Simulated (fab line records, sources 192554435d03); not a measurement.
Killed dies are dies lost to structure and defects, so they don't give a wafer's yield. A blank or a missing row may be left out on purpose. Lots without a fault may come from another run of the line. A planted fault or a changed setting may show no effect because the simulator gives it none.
Chamber matching | flow n5_finfet | N5_PASSIVATION_STRIP_48 on rie_diel-05: 4 sister chambers
The step strips in O2. 4 wafers are shown with their chamber, then 6 later ones without.

WAFERS WITH THEIR CHAMBER
wafer  | chamber | showerhead_plenum_p_Torr (Torr)
L142.1 | 2       | 2.15
L144.1 | 0       | 2.18
L144.2 | 1       | 2.07
L144.3 | 3       | 2.00

WAFERS WITHOUT THEIR CHAMBER
wafer  | showerhead_plenum_p_Torr (Torr)
L147.1 | 2.15
L147.2 | 2.07
L147.5 | 2.07
L145.4 | 2.00
L145.5 | 2.00
L145.6 | 2.14

WHICH CHAMBER EACH WENT THROUGH
wafer  | from the rows above | in truth
L147.1 | 2                   | 2
L147.2 | 1                   | 1
L147.5 | 1                   | 1
L145.4 | 3                   | 3
L145.5 | 3                   | 3
L145.6 | 2                   | 2
Placed correctly: 6 of 6. Can't be placed from these rows: 0. Placed wrongly: 0.
How it was worked out, from the rows above alone: a wafer's distance from a chamber is the root of the sum, over the readings, of the square of ((its reading less the chamber's mean) divided by the reading's scatter). The wafer belongs to the nearest chamber; if the next one is less than 2 further off, it can't be placed. A chamber's mean is the mean of its shown wafers. The scatter: with one shown wafer a chamber, the root of the mean of the squares of how far each hidden wafer lies from its nearest shown one.
